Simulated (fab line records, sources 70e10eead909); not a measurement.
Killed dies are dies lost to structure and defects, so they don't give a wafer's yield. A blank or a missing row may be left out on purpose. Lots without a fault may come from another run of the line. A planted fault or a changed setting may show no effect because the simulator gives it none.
A struck lot beside a sound one | flow nand_harc | 40 steps out of a route of 1302
Sound: wafers L765.3, L765.5, L765.6. Struck: wafers L773.2, L773.3, L773.6. The cause comes at the end.
At each step with rows: each side's tool, then ch and its chambers, then its first start. Under that, the readings that differ: sound wafers | struck wafers | difference of the means | sigmas: that difference in standard deviations of wafers without a fault.
alike: readings whose means differ by less than 2 such deviations, and words and numbers that are the same on both sides. not compared: withheld readings, readings that some wafer has no value for, bounds like >300 that may hide the same value, and numbers for which the record gives no deviation and whose values overlap.
The two part at a step that has a row with sigmas, a row that says differs or no value, or rows on one side only. Numbers that don't overlap but have no deviation are shown without sigmas and don't part them. A reading that every wafer of one side lacks parts them only if that side has two wafers or more.

first, 8 steps without rows for these wafers: NHARC_A_BLC_COAT_02 (time 75 s); NHARC_A_BLC_COAT_03 (time 65 s); NHARC_A_BLC_COAT_04 (resist thk 90 nm); NHARC_A_BLC_SOFTBAKE_05 (time 55 s); NHARC_A_BLC_EBR_06; NHARC_A_BLC_EXPOSE_07 (exposes mask A BLC, target cd 100 nm); NHARC_A_BLC_PEB_08 (peb time 65 s); NHARC_A_BLC_DEVELOP_09 (develop time 35 s).
NHARC_A_BLC_CD_MEAS_10: target cd 100 nm.
  sound on cd_sem-01 ch 0, day 28 10:52; struck on cd_sem-03 ch 0, day 31 21:19
  alike: cd_nm
NHARC_A_BLC_OVL_MEAS_11:
  sound on overlay-02, day 28 10:57; struck on overlay-01, day 31 21:24
  alike: overlay_x_nm, overlay_y_nm
NHARC_A_BLC_INSPECT_12:
  sound on defect_inspect-02, day 28 10:59; struck on defect_inspect-02, day 31 21:26
  alike: raw_defect_count
then, 1 step without rows for these wafers: NHARC_A_BLC_DESCUM_15 (chemistry O2, time 3 s).
NHARC_A_BLC_ETCH_16: etches the open film in CF4, target depth 39 nm, time 65 s.
  sound on rie_diel-07 ch 0,3, day 28 11:09; struck on rie_diel-03 ch 1,2,3, day 31 21:35
  alike: drypump_motor_current_A, oes_product_au, rf_vpp_V, showerhead_plenum_p_Torr, throttle_valve_pct
  not compared: rf_hours_counter_h
then, 2 steps without rows for these wafers: NHARC_A_BLC_ETCH_17 (etches the open film in N2/H2, target depth 390 nm, time 609.38 s); NHARC_A_BLC_ETCH_18 (etches the open film in C4F8/O2/Ar, target depth 910 nm).
NHARC_A_BLC_CD_MEAS_19:
  sound on cd_sem-02, day 28 12:11; struck on cd_sem-01, day 31 22:48
  alike: cd_nm
NHARC_A_BLC_STRIP_29: strips in CF4.
  sound on rie_diel-07 ch 0,2,3, day 28 12:17; struck on rie_diel-07 ch 0,2,3, day 31 22:52
  alike: drypump_motor_current_A, oes_product_au, rf_vpp_V, showerhead_plenum_p_Torr, throttle_valve_pct
  not compared: rf_hours_counter_h
NHARC_A_BLC_STRIP_21: strips in O2.
  sound on rie_diel-07 ch 0,2,3, day 28 12:25; struck on rie_diel-07 ch 0,3, day 31 22:58
  alike: drypump_motor_current_A, oes_product_au, rf_vpp_V, showerhead_plenum_p_Torr, throttle_valve_pct
  not compared: rf_hours_counter_h
then, 5 steps without rows for these wafers: NHARC_A_BLC_STRIP_22 (strips in post etch residue remover, time 600 s); NHARC_A_BLC_DEGAS_30 (time 60 s); NHARC_A_BLC_PRE_CLEAN_31 (time 15 s); NHARC_A_BLC_PVD_32 (deposits Ti, target thk 5 nm, time 17.7 s); NHARC_A_BLC_ALD_23 (deposits TiN, target thk 3 nm, pulse time 1 s, ald cycles 150).
NHARC_A_BLC_CVD_24: deposits W, target thk 150 nm, time 434 s.
  sound on cvd_w-02 ch 0,1; struck on cvd_w-01 ch 1
  alike: heater_power_w, throttle_valve_pct
  not compared: since_wet_clean_h
NHARC_A_BLC_CMP_25: polishes, t overpolish 30 s, target thk 150 nm.
  sound on cmp-02 ch 0,2,3, day 28 13:55; struck on cmp-02 ch 0,1,3, day 32 00:23
  alike: motor_current_A, overpolish_run_s, time_to_endpoint_s
then, 11 steps without rows for these wafers: NHARC_A_BLC_SRD_27; NHARC_A_M0_DEP_00 (deposits SiOC, target thk 150 nm); NHARC_A_M0_DEHYDRATE_01 (time 120 s); NHARC_A_M0_HMDS_02 (time 30 s); NHARC_A_M0_COAT_33 (time 65 s); NHARC_A_M0_COAT_03 (resist thk 90 nm); NHARC_A_M0_SOFTBAKE_04 (time 55 s); NHARC_A_M0_EBR_05; NHARC_A_M0_EXPOSE_06 (exposes mask A M0, target cd 80 nm); NHARC_A_M0_PEB_07 (peb time 65 s); NHARC_A_M0_DEVELOP_08 (develop time 35 s).
NHARC_A_M0_CD_MEAS_09: target cd 80 nm.
  sound on cd_sem-03 ch 0, day 28 15:09; struck on cd_sem-02 ch 0, day 32 01:41
  alike: cd_nm
NHARC_A_M0_OVL_MEAS_10: pitch 160 nm.
  sound on overlay-02, day 28 15:14; struck on overlay-02, day 32 01:46
  reading           | sound       | struck         | difference | sigmas
  overlay_y_nm (nm) | 0.7 0.2 0.5 | -1.3 -1.4 -1.7 | -1.9       | -2
  alike: overlay_x_nm
NHARC_A_M0_DESCUM_14: chemistry O2, time 3 s.
  sound on rie_diel-09 ch 0,2,3, day 28 15:21; struck on rie_diel-13 ch 0,1,2, day 32 01:52
  alike: drypump_motor_current_A, oes_product_au, rf_vpp_V, showerhead_plenum_p_Torr, throttle_valve_pct
  not compared: rf_hours_counter_h
-- the record jumps here: 2 days lie between the struck wafers' starts before and after (it left off in module A_M0 and takes up again in module END, whose first step shown is number 1302 of the route) --
NHARC_END_SORT_01:
  the record has rows for the struck wafers here (prober-02 ch 0, day 34 12:08) and none for the sound ones

WHERE THEY PART
First at NHARC_A_M0_OVL_MEAS_10; last, within this record, at NHARC_END_SORT_01.

WHY: what the simulator had put in
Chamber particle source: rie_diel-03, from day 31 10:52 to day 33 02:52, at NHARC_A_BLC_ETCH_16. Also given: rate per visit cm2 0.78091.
